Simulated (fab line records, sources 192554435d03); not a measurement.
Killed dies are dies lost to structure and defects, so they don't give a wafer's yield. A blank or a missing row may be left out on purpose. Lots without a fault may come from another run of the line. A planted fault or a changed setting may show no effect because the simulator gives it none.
Split-lot experiment | flow n5_finfet | 7 lots, 21 wafers read, on a route of 1938 steps

THE SPLIT
At N5_BEOL_M9_HM_DEP_02 (deposits TiN, target thk 20 nm), the setting target_thk_a was moved away from the recipe's 200 angstrom on 8 of the 21 wafers read, by -13.2% to +8.4%. The other wafers ran this setting at the recipe's value.

FROM THE SPLIT TO THE READING: what the file shows between them, 4 steps
- N5_BEOL_M9_COAT_59: time 60 s, resist thk 100 nm
- N5_BEOL_M9_COAT_60: time 60 s, resist thk 30 nm
- N5_BEOL_M9_STRIP_68: strips in N2/H2
- N5_BEOL_M9_STRIP_67: strips in CF4

THE READING
etch.depth_nm (the simulator's own value, which no gauge read), in nm, at N5_BEOL_M9_HM_OPEN_17 (chemistry Cl2/BCl3, target TiN, target depth 20 nm, overetch 6 nm). The file gives no usual value for it. The 13 wafers here that ran the recipe average 20.05 nm, standard deviation 0.24 nm.

wafer  | tool, chamber at the split | target_thk_a as run, angstrom | against the recipe | etch.depth_nm, nm | against lot-mates on the recipe
L076.2 | pvd_sputter-03, -          | 200                           | recipe             | 20.07             | -
L076.5 | pvd_sputter-03, -          | 200                           | recipe             | 20.33             | -
L076.6 | pvd_sputter-03, -          | 200                           | recipe             | 19.99             | -
L077.1 | pvd_sputter-03, -          | 208.2                         | +4.1%              | 21.18             | +0.71
L077.3 | pvd_sputter-03, -          | 200                           | recipe             | 20.42             | -
L077.5 | pvd_sputter-03, -          | 200                           | recipe             | 20.51             | -
L083.3 | pvd_sputter-01, -          | 206.8                         | +3.4%              | 20.49             | +0.40
L083.5 | pvd_sputter-01, -          | 206.8                         | +3.4%              | 21.03             | +0.94
L083.6 | pvd_sputter-01, -          | 200                           | recipe             | 20.09             | -
L084.2 | pvd_sputter-02, -          | 173.7                         | -13.2%             | 16.96             | -2.64
L084.5 | pvd_sputter-02, -          | 200                           | recipe             | 19.6              | -
L084.6 | pvd_sputter-02, -          | 173.7                         | -13.2%             | 16.8              | -2.80
L088.4 | pvd_sputter-03, -          | 216.8                         | +8.4%              | 22.02             | +2.08
L088.5 | pvd_sputter-03, -          | 200                           | recipe             | 19.94             | -
L088.6 | pvd_sputter-03, -          | 216.8                         | +8.4%              | 21.9              | +1.96
L095.2 | pvd_sputter-03, -          | 200                           | recipe             | 20.04             | -
L095.5 | pvd_sputter-03, -          | 200                           | recipe             | 20.06             | -
L095.6 | pvd_sputter-03, -          | 210.2                         | +5.1%              | 20.96             | +0.91
L097.3 | pvd_sputter-03, -          | 200                           | recipe             | 19.99             | -
L097.4 | pvd_sputter-03, -          | 200                           | recipe             | 19.76             | -
L097.5 | pvd_sputter-03, -          | 200                           | recipe             | 19.9              | -

THE FIT
A straight line over all 21 wafers: etch.depth_nm changes by +0.235 nm for each +1% of target_thk_a; r = +0.98; the points scatter about the line by 0.24 nm.
The same after taking each lot's own level away (the mean of its wafers on the recipe; 21 wafers): +0.213 nm for each +1%; r = +0.99; scatter 0.15 nm.
On that fit, the largest move of target_thk_a shifts the reading by 2.8 nm.
The lots' own levels span 19.600 to 20.465 nm, that is 3.6 times the standard deviation above.
So the lot-to-lot level changes the slope: the two fits differ.
Check: with one of the wafers moved furthest among these (-13.2%) left out of the fit, the line predicts -2.88 nm for it against its lot-mates. It came out at -2.64 nm against them.

OTHER SPLITS ON THESE WAFERS
These wafers also went through other splits before the reading. Each is held against what the fit with the lots' levels taken away leaves over:
other split on the same wafers   | wafers away from the commonest value | r with etch.depth_nm (lot level and that fit taken away)
N5_BEOL_M7_EXPOSE_08 dose_mj     | 6                                    | -0.03
N5_BEOL_M7_TRENCH_ETCH_37 bias_w | 10                                   | -0.39
N5_BEOL_M7_ETCH_41 bias_w        | 6                                    | +0.00
N5_BEOL_M9_ILD_DEP_00 time_s     | 8                                    | -0.16

THE WHOLE CHAIN: every reading that the file lists as answering this split, in the file's order
step                  | what it does                                                      | reading                                                                          | change (the file's fit)               | r (the file's)
N5_BEOL_M9_HM_DEP_02  | deposits TiN, target thk 20 nm                                    | TiN_of_BEOL_M9_HM_DEP_02.thk_nm (the simulator's own value, which no gauge read) | +0.208 nm for each +1% of the setting | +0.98
N5_BEOL_M9_HM_OPEN_17 | chemistry Cl2/BCl3, target TiN, target depth 20 nm, overetch 6 nm | etch.depth_nm (the simulator's own value, which no gauge read)                   | +0.21 nm for each +1% of the setting  | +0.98

THE FILE'S OWN FIT
etch.depth_nm changes by +0.21 nm for each +1% of target_thk_a, r = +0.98.
